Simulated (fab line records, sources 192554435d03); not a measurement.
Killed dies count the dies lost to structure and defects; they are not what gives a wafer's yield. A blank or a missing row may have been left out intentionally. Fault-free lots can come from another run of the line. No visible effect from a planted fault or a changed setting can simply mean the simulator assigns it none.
Split-lot trial || flow n5Finfet || 21 wafers read from 7 lots, route of 1938 steps

## ON THE SPLIT
At N5_BEOL_M14_SPUTTER_43 (material TaN, target thk 15 nm, time 24.19 s), the setting timeS was moved away from the recipe's 24.19 s on 9 of the 21 wafers read, by -14.9% to +12.7%. For the rest of the wafers, this setting stayed at what the recipe calls for.

The reading is taken at the split's own step.

## THE READING
TaN_of_BEOL_M14_SPUTTER_43.thkNm (the simulator's own value, which no gauge read), in nm, at N5_BEOL_M14_SPUTTER_43 (material TaN, target thk 15 nm, time 24.19 s). The file gives no usual value for it. Here, 12 wafers ran the recipe; their average is 15.0 nm with a standard deviation of 0.16 nm.

{"wafer": "L074.2", "tool, chamber at the split": "pvdSputter-03, -", "timeS as run, s": 24.19, "against the recipe": "recipe", "TaN_of_BEOL_M14_SPUTTER_43.thkNm, nm": 14.8, "against lot-mates on the recipe": "-"}
{"wafer": "L074.6", "tool, chamber at the split": "pvdSputter-03, -", "timeS as run, s": 24.19, "against the recipe": "recipe", "TaN_of_BEOL_M14_SPUTTER_43.thkNm, nm": 14.8, "against lot-mates on the recipe": "-"}
{"wafer": "L074.5", "tool, chamber at the split": "pvdSputter-03, -", "timeS as run, s": 24.19, "against the recipe": "recipe", "TaN_of_BEOL_M14_SPUTTER_43.thkNm, nm": 15, "against lot-mates on the recipe": "-"}
{"wafer": "L075.1", "tool, chamber at the split": "pvdSputter-03, -", "timeS as run, s": 24.19, "against the recipe": "recipe", "TaN_of_BEOL_M14_SPUTTER_43.thkNm, nm": 15.2, "against lot-mates on the recipe": "-"}
{"wafer": "L075.3", "tool, chamber at the split": "pvdSputter-03, -", "timeS as run, s": 24.19, "against the recipe": "recipe", "TaN_of_BEOL_M14_SPUTTER_43.thkNm, nm": 15, "against lot-mates on the recipe": "-"}
{"wafer": "L075.5", "tool, chamber at the split": "pvdSputter-03, -", "timeS as run, s": 26.73, "against the recipe": "+10.5%", "TaN_of_BEOL_M14_SPUTTER_43.thkNm, nm": 16.8, "against lot-mates on the recipe": "+1.7"}
{"wafer": "L078.3", "tool, chamber at the split": "pvdSputter-03, -", "timeS as run, s": 24.19, "against the recipe": "recipe", "TaN_of_BEOL_M14_SPUTTER_43.thkNm, nm": 15.2, "against lot-mates on the recipe": "-"}
{"wafer": "L078.5", "tool, chamber at the split": "pvdSputter-03, -", "timeS as run, s": 24.19, "against the recipe": "recipe", "TaN_of_BEOL_M14_SPUTTER_43.thkNm, nm": 14.8, "against lot-mates on the recipe": "-"}
{"wafer": "L078.6", "tool, chamber at the split": "pvdSputter-03, -", "timeS as run, s": 24.19, "against the recipe": "recipe", "TaN_of_BEOL_M14_SPUTTER_43.thkNm, nm": 15, "against lot-mates on the recipe": "-"}
{"wafer": "L080.2", "tool, chamber at the split": "pvdSputter-01, -", "timeS as run, s": 20.58, "against the recipe": "-14.9%", "TaN_of_BEOL_M14_SPUTTER_43.thkNm, nm": 12.8, "against lot-mates on the recipe": -2.4}
{"wafer": "L080.4", "tool, chamber at the split": "pvdSputter-01, -", "timeS as run, s": 24.19, "against the recipe": "recipe", "TaN_of_BEOL_M14_SPUTTER_43.thkNm, nm": 15.2, "against lot-mates on the recipe": "-"}
{"wafer": "L080.5", "tool, chamber at the split": "pvdSputter-01, -", "timeS as run, s": 20.58, "against the recipe": "-14.9%", "TaN_of_BEOL_M14_SPUTTER_43.thkNm, nm": 12.6, "against lot-mates on the recipe": -2.6}
{"wafer": "L084.1", "tool, chamber at the split": "pvdSputter-03, -", "timeS as run, s": 21.9, "against the recipe": "-9.5%", "TaN_of_BEOL_M14_SPUTTER_43.thkNm, nm": 13.4, "against lot-mates on the recipe": -1.4}
{"wafer": "L084.2", "tool, chamber at the split": "pvdSputter-03, -", "timeS as run, s": 24.19, "against the recipe": "recipe", "TaN_of_BEOL_M14_SPUTTER_43.thkNm, nm": 14.8, "against lot-mates on the recipe": "-"}
{"wafer": "L084.3", "tool, chamber at the split": "pvdSputter-03, -", "timeS as run, s": 21.9, "against the recipe": "-9.5%", "TaN_of_BEOL_M14_SPUTTER_43.thkNm, nm": 13.6, "against lot-mates on the recipe": -1.2}
{"wafer": "L086.1", "tool, chamber at the split": "pvdSputter-03, -", "timeS as run, s": 27.26, "against the recipe": "+12.7%", "TaN_of_BEOL_M14_SPUTTER_43.thkNm, nm": 16.8, "against lot-mates on the recipe": "+1.8"}
{"wafer": "L086.2", "tool, chamber at the split": "pvdSputter-03, -", "timeS as run, s": 27.26, "against the recipe": "+12.7%", "TaN_of_BEOL_M14_SPUTTER_43.thkNm, nm": 17.2, "against lot-mates on the recipe": "+2.2"}
{"wafer": "L086.4", "tool, chamber at the split": "pvdSputter-03, -", "timeS as run, s": 24.19, "against the recipe": "recipe", "TaN_of_BEOL_M14_SPUTTER_43.thkNm, nm": 15, "against lot-mates on the recipe": "-"}
{"wafer": "L092.1", "tool, chamber at the split": "pvdSputter-02, -", "timeS as run, s": 24.19, "against the recipe": "recipe", "TaN_of_BEOL_M14_SPUTTER_43.thkNm, nm": 14.8, "against lot-mates on the recipe": "-"}
{"wafer": "L092.3", "tool, chamber at the split": "pvdSputter-02, -", "timeS as run, s": 25.84, "against the recipe": "+6.8%", "TaN_of_BEOL_M14_SPUTTER_43.thkNm, nm": 16.4, "against lot-mates on the recipe": "+1.6"}
{"wafer": "L092.4", "tool, chamber at the split": "pvdSputter-02, -", "timeS as run, s": 25.84, "against the recipe": "+6.8%", "TaN_of_BEOL_M14_SPUTTER_43.thkNm, nm": 15.8, "against lot-mates on the recipe": "+1.0"}

THE FIT
A straight line over all 21 wafers: TaN_of_BEOL_M14_SPUTTER_43.thkNm changes by +0.158 nm for each +1% of timeS; r = +0.99; the points scatter about the line by 0.18 nm.
The same after taking each lot's own level away (the mean of its wafers on the recipe; 21 wafers): +0.161 nm for each +1%; r = +0.99; scatter 0.18 nm.
According to that fit, moving timeS by its largest amount changes the reading by 2.4 nm.
Measured against the standard deviation above, the lots' own levels, which go from 14.80 to 15.20 nm, span 2.5 times it.
Hence the lot-to-lot level has little effect on the slope; both slopes agree.
Check: for one of the wafers moved furthest among these (-14.9%), held out of the fit, the line's prediction against its lot-mates is -2.37 nm. Against them it came out at -2.4 nm.

## FURTHER SPLITS ON THESE WAFERS
These wafers also went through other splits before the reading. Each is held against what the fit with the lots' levels taken away leaves over:
{"other split on the same wafers": "N5_BEOL_M14_TRENCH_ETCH_34 biasW", "wafers away from the commonest value": 4, "r with TaN_of_BEOL_M14_SPUTTER_43.thkNm (lot level and that fit taken away)": -0.12}

## FILE'S OWN FIT
TaN_of_BEOL_M14_SPUTTER_43.thkNm changes by +0.161 nm for each +1% of timeS, r = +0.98.
